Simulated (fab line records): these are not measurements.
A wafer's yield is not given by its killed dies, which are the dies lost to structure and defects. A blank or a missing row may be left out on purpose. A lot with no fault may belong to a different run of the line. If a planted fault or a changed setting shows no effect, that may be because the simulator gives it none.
One fault seen from 2 desks || flow nand harc || numbers are kept per desk, each desk with only its own; the story behind them comes last

== THE METROLOGY DESK ==
Lot by lot, what the gauges showed, no matter which tool ran the lot: averages of those sampled wafers that carry a number. Any lot whose mean is over 4 standard deviations away from the usual mean is out of limits and marked OUT; that distance is given in the brackets.
Columns: A = thk nm at NHARC_A_ONON_D1_THK_MEAS_27, usual 996 nm
{"lot": "L270", "first seen here": "day 7 23:12", "A": 987}
{"lot": "L271", "first seen here": "day 8 07:24", "A": 990}
{"lot": "L273", "first seen here": "day 8 16:05", "A": 993}
{"lot": "L272", "first seen here": "day 8 16:08", "A": 989}
{"lot": "L277", "first seen here": "day 9 16:43", "A": 1016}
{"lot": "L280", "first seen here": "day 10 07:47", "A": 1014}
{"lot": "L285", "first seen here": "day 11 17:23", "A": 1001}
{"lot": "L286", "first seen here": "day 12 02:14", "A": 985}
{"lot": "L288", "first seen here": "day 12 02:16", "A": 1003}
{"lot": "L289", "first seen here": "day 13 02:56", "A": 1006}
{"lot": "L290", "first seen here": "day 13 02:58", "A": 995}
{"lot": "L291", "first seen here": "day 13 07:46", "A": 1003}
{"lot": "L292", "first seen here": "day 13 07:48", "A": 997}
{"lot": "L293", "first seen here": "day 14 06:26", "A": 999}
This desk's verdict: no lot among the 14 shows anything out of limits.

== THE DEFECT DESK ==
What the inspections along the route counted, lot by lot: means of the sampled wafers that have a number. Any lot whose mean is over 4 standard deviations away from the usual mean is out of limits and marked OUT; that distance is given in the brackets.
Columns: A = raw defect count at NHARC_A_ONON_D1_INSPECT_32, usual 67
{"lot": "L270", "first seen here": "day 8 00:18", "A": 56}
{"lot": "L271", "first seen here": "day 8 08:30", "A": 58}
{"lot": "L273", "first seen here": "day 8 17:11", "A": 69}
{"lot": "L272", "first seen here": "day 8 17:16", "A": 55}
{"lot": "L277", "first seen here": "day 9 17:50", "A": 58}
{"lot": "L280", "first seen here": "day 10 08:53", "A": 76}
{"lot": "L285", "first seen here": "day 11 18:30", "A": 97}
{"lot": "L286", "first seen here": "day 12 03:28", "A": 37}
{"lot": "L288", "first seen here": "day 12 03:38", "A": 48}
{"lot": "L289", "first seen here": "day 13 04:02", "A": 51}
{"lot": "L290", "first seen here": "day 13 04:04", "A": 50}
{"lot": "L291", "first seen here": "day 13 09:05", "A": 74}
{"lot": "L292", "first seen here": "day 13 09:14", "A": 100}
{"lot": "L293", "first seen here": "day 14 07:32", "A": 61}
This desk's verdict: no lot among the 14 shows anything out of limits.

== BROUGHT TOGETHER ==
The metrology desk saw nothing out of limits.
Nothing the defect desk looked at was out of limits.

== WHAT WAS PUT IN BY THE SIMULATOR ==
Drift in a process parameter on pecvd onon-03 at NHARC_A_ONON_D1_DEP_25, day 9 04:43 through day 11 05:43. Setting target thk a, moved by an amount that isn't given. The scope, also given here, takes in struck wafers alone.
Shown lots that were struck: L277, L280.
